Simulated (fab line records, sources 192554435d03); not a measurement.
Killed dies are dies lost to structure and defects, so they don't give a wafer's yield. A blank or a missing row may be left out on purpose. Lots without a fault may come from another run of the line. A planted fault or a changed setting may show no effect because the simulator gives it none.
A struck lot beside a sound one | flow n5_finfet | 15 steps out of a route of 1938
Sound: wafers L803.1, L803.3, L803.4. Struck: wafers L807.2, L807.3. The cause comes at the end.
At each step with rows: each side's tool, then ch and its chambers, then its first start. Under that, the readings that differ: sound wafers | struck wafers | difference of the means | sigmas: that difference in standard deviations of wafers without a fault.
alike: readings whose means differ by less than 2 such deviations, and words and numbers that are the same on both sides. not compared: withheld readings, readings that some wafer has no value for, bounds like >300 that may hide the same value, and numbers for which the record gives no deviation and whose values overlap.
The two part at a step that has a row with sigmas, a row that says differs or no value, or rows on one side only. Numbers that don't overlap but have no deviation are shown without sigmas and don't part them. A reading that every wafer of one side lacks parts them only if that side has two wafers or more.

N5_BEOL_M9_STRIP_80: strips in N2/H2, time 10 s.
  sound on rie_diel-02 ch 1,2,3; struck on rie_diel-06 ch 0,2
  alike: drypump_motor_current_A, oes_product_au, rf_vpp_V, showerhead_plenum_p_Torr, throttle_valve_pct
  not compared: rf_hours_counter_h
N5_BEOL_M9_OCD_MEAS_38:
  sound on ocd-01, day 13 08:46; struck on ocd-01, day 14 08:05
  alike: trench_depth_nm
then, 4 steps without rows for these wafers: N5_BEOL_M9_HM_STRIP_39 (strips TiN in peroxide tin strip, target depth 25 nm, time 158 s); N5_BEOL_M9_SRD_40 (time 30 s); N5_BEOL_M9_PRECLEAN_42 (cleans in residue remover, time 60 s); N5_BEOL_M9_SRD_43 (time 30 s).
N5_BEOL_M9_CD_MEAS_35: target cd 70 nm, target cd y 40 nm.
  sound on cd_sem-01, day 13 08:55; struck on cd_sem-01, day 14 08:15
  alike: cd_nm
then, 1 step without rows for these wafers: N5_BEOL_M9_CURE_72 (cures SiCOH lowk, time 120 s).
N5_BEOL_M9_DEGAS_44: time 60 s.
  sound on pvd_sputter-01, day 13 09:18; struck on pvd_sputter-03, day 14 08:41
  alike: heater_power_w
N5_BEOL_M9_PRE_CLEAN_45: time 30 s.
  sound on pvd_sputter-01, day 13 09:20; struck on pvd_sputter-03, day 14 08:44
  alike: heater_power_w
N5_BEOL_M9_ALD_74: deposits TaN, target thk 2 nm, pulse time 2 s, purge time 3 s.
  sound on ald_metal-04 ch 0,2,3, day 13 09:26; struck on ald_metal-02 ch 0,3, day 14 08:48
  alike: heater_power_w
then, 1 step without rows for these wafers: N5_BEOL_M9_SURFACE_TREAT_79.
N5_BEOL_M9_CVD_78: deposits Co from CCTBA/H2, target thk 2 nm, time 138.9 s.
  sound on cvd_co-02 ch 0,1,2, day 13 10:18; struck on cvd_co-01 ch 0,2, day 14 09:28
  reading          | sound             | struck    | difference | sigmas
  run_length_s (s) | 160.9 161.1 161.8 | 75.4 75.6 | -85.8      | -99 or more
N5_BEOL_M9_SPUTTER_48: material Cu, target thk 12 nm, time 2 s.
  sound on pvd_sputter-01, day 13 10:30; struck on pvd_sputter-03, day 14 09:34
  reading                | sound             | struck      | difference | sigmas
  cathode_dc_power_W (W) | 26005 26002 26005 | 25987 25991 | -15        | -3
  alike: chuck_sensor_temp_C, substrate_temp_c, throttle_valve_pct
-- the record jumps here: 3 days lie between the struck wafers' starts before and after (it left off in module BEOL_M9 and takes up again in module PASSIVATION, whose first step shown is number 1936 of the route) --
N5_PASSIVATION_PROBE_49:
  sound on prober-02, day 15 17:07; struck on prober-02, day 17 06:33
  reading         | sound | struck | difference | sigmas
  killed_at_M4_up | 5 5 6 | 27 11  | +14        | +2
  alike: defect_limited_yield, killed_at_M0_to_M3, killed_at_contacts, killed_at_front_end, killed_at_other, killed_dies, killed_open, killed_short, sort_bin_5_function, sort_bin_6_memory, sort_n_pass, sort_yield_pct

WHERE THEY PART
First at N5_BEOL_M9_CVD_78; last, within this record, at N5_PASSIVATION_PROBE_49.

WHY: what the simulator had put in
Process parameter drift: cvd_co-01, from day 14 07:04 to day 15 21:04, at N5_BEOL_M9_CVD_78. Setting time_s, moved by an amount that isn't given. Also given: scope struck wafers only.
